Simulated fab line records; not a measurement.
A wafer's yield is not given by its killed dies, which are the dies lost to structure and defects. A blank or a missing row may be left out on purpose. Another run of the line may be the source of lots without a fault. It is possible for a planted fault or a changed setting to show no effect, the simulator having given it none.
Which tool did it?    flow nand_harc    11 lots, 33 wafers sampled, at 4 steps of a route of 1302

== WHAT THE GAUGES READ, wafer by wafer ==
NHARC_P_ZERO_WELL_CD_MEAS_24: target cd 720 nm.
lot   measured      on         cd_nm (nm)
L916  day 1 22:28   cd_sem-01  720.1 720.5 720.2
L917  day 2 08:31   cd_sem-01  718.2 720.8 720.3
L918  day 2 18:50   cd_sem-02  718.7 718.6 718.6
L919  day 3 05:01   cd_sem-01  722.5 720.1 720.6
L921  day 4 00:29   cd_sem-01  722.6 722.1 722.5
L922  day 4 10:35   cd_sem-02  720.1 720.1 718.5
L924  day 5 06:28   cd_sem-03  718.6 719.0 719.2
L925  day 5 16:40   cd_sem-03  717.5 718.9 717.9
L931  day 8 04:23   cd_sem-01  713.1 713.0 712.4
L933  day 9 00:37   cd_sem-03  713.3 712.0 711.4
L939  day 11 13:17  cd_sem-01  720.8 721.5 723.1

== WHAT TOOL EACH LOT RAN ON (gives the tool, then ch and the chambers of the sampled wafers, and finally the start) ==
lot   NHARC_P_ZERO_WELL_ETCH_65          NHARC_P_ZERO_WELL_ETCH_62                     NHARC_P_ZERO_WELL_PEB_22
L916  rie_diel-05 ch 0,2,3, day 1 21:29  rie_diel-05 ch 1,3, day 1 22:23 or earlier    litho_track-02 ch 0, day 1 22:23
L917  rie_diel-05 ch 0,2, day 2 07:25    rie_diel-05 ch 0,2,3, day 2 08:25 or earlier  litho_track-03 ch 0, day 2 08:25
L918  rie_diel-04 ch 0,1,2, day 2 17:41  rie_diel-04 ch 0,1,2, day 2 18:44 or earlier  litho_track-02 ch 0, day 2 18:44
L919  rie_diel-05 ch 0,1,2, day 3 03:36  rie_diel-05 ch 1,2, day 3 04:55 or earlier    litho_track-03 ch 0, day 3 04:55
L921  rie_diel-04 ch 0,1,2, day 3 23:22  rie_diel-04 ch 0,1, day 4 00:24 or earlier    litho_track-05 ch 0, day 4 00:24
L922  rie_diel-02 ch 0,3, day 4 09:29    rie_diel-02 ch 1,2, day 4 10:29 or earlier    litho_track-05 ch 0, day 4 10:29
L924  rie_diel-04 ch 0,1,3, day 5 05:29  rie_diel-04 ch 0,1,3, day 5 06:22 or earlier  litho_track-05 ch 0, day 5 06:22
L925  rie_diel-05 ch 1,2,3, day 5 15:34  rie_diel-05 ch 0,1,3, day 5 16:34 or earlier  litho_track-05 ch 0, day 5 16:34
L931  rie_diel-04 ch 2,3, day 8 03:25    rie_diel-04 ch 0,2,3, day 8 04:17 or earlier  litho_track-05 ch 0, day 8 04:17
L933  rie_diel-04 ch 0,1, day 8 23:29    rie_diel-04 ch 1,2,3, day 9 00:31 or earlier  litho_track-05 ch 0, day 9 00:31
L939  rie_diel-04 ch 0,1, day 11 12:11   rie_diel-04 ch 2,3, day 11 13:11 or earlier   litho_track-03 ch 0, day 11 13:11
- NHARC_P_ZERO_WELL_ETCH_65: etches the open film in N2/H2, target depth 80 nm, overetch 24 nm, time 87.88 s.
- NHARC_P_ZERO_WELL_ETCH_62: etches the open film in CHF3/Ar, target depth 13 nm, time 6.5 s.
- NHARC_P_ZERO_WELL_PEB_22: peb time 85 s.

== THE ANSWER, worked out from the rows above alone ==
Rule: the lots themselves supply what counts as usual. The widest of any qualifying gaps counts: lots, ordered by their means at a reading, are off when they make up no more than a third of the lots, leave a main group of 4 or more, and stand apart from it by 3 or more times the standard deviation of that group's means. A main group whose means are all the same, to the digits that the tables above print for the reading, isn't used. Also off: a lot with no number at a reading for which 4 or more lots have one. Where the step has rows for the other lots, those lots are counted as sound.
Off at NHARC_P_ZERO_WELL_CD_MEAS_24 (cd_nm): L931, L933. Main group: mean 720.1 nm, sd 1.4.
A tool fits if, at a process step before that reading, it ran every lot that is off, and no sound lot after the first of them. Those tools and the gauges at NHARC_P_ZERO_WELL_CD_MEAS_24 are tried in the same way. NHARC_P_ZERO_WELL_ETCH_62 gives no start for some lots, so the hours and the order of its lots are those of NHARC_P_ZERO_WELL_PEB_22. One fits: NHARC_P_ZERO_WELL_PEB_22 on litho_track-05. Its last sound lot is L925 (day 5 16:34), its first lot that is off L931 (day 8 04:17): a fault that began between those two fits.

== WHAT THE SIMULATOR HAD INSERTED ==
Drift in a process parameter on litho_track-05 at NHARC_P_ZERO_WELL_PEB_22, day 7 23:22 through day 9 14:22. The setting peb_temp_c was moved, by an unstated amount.
Struck lots among those shown: L931, L933. This agrees with what the rule above found.
